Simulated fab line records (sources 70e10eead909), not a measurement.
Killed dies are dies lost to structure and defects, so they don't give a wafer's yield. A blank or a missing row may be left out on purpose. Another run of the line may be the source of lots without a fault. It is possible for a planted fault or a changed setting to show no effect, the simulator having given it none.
Matching of chambers ; flow nand-harc ; NHARC_A_STAIRCASE_DEP_322 on pecvd-02 has 3 sister chambers
The step deposits SiO2, target thk 7200 nm. 6 wafers are shown with their chamber, then 9 later ones without.

## EACH WAFER AND ITS CHAMBER
wafer;chamber;heater-power-w (W)
L085.5;0;621
L087.3;1;639
L087.4;2;471
L089.4;0;623
L089.5;2;476
L089.6;1;604

## WAFERS WITHOUT THEIR CHAMBER
wafer;heater-power-w (W)
L090.1;571
L090.4;476
L090.6;604
L094.2;551
L094.3;641
L094.5;480
L097.3;683
L097.5;477
L097.6;655

## EACH ONE'S CHAMBER
wafer;from the rows above;in truth
L090.1;can't be placed: 1 or 0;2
L090.4;2;2
L090.6;can't be placed: 1 or 0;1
L094.2;can't be placed: 1 or 0 or 2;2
L094.3;can't be placed: 0 or 1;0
L094.5;2;2
L097.3;can't be placed: 0 or 1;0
L097.5;2;2
L097.6;can't be placed: 0 or 1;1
Placed correctly: 3 of 9. Not placeable from these rows: 6 (in 5, the candidates include the true chamber). Number placed wrongly: 0.
How it was worked out, from the rows above alone: a wafer's distance from a chamber is the root of the sum, over the readings, of the square of ((its reading less the chamber's mean) divided by the reading's scatter). If the next closest chamber is less than 2 further off than the closest, the wafer can't be placed; otherwise it belongs to the closest. For every chamber, the mean is computed from those of its wafers that are shown. The scatter is the square root of a quotient: the sum, over the shown wafers, of each reading's squared deviation from its chamber's mean, divided by wafers minus chambers.
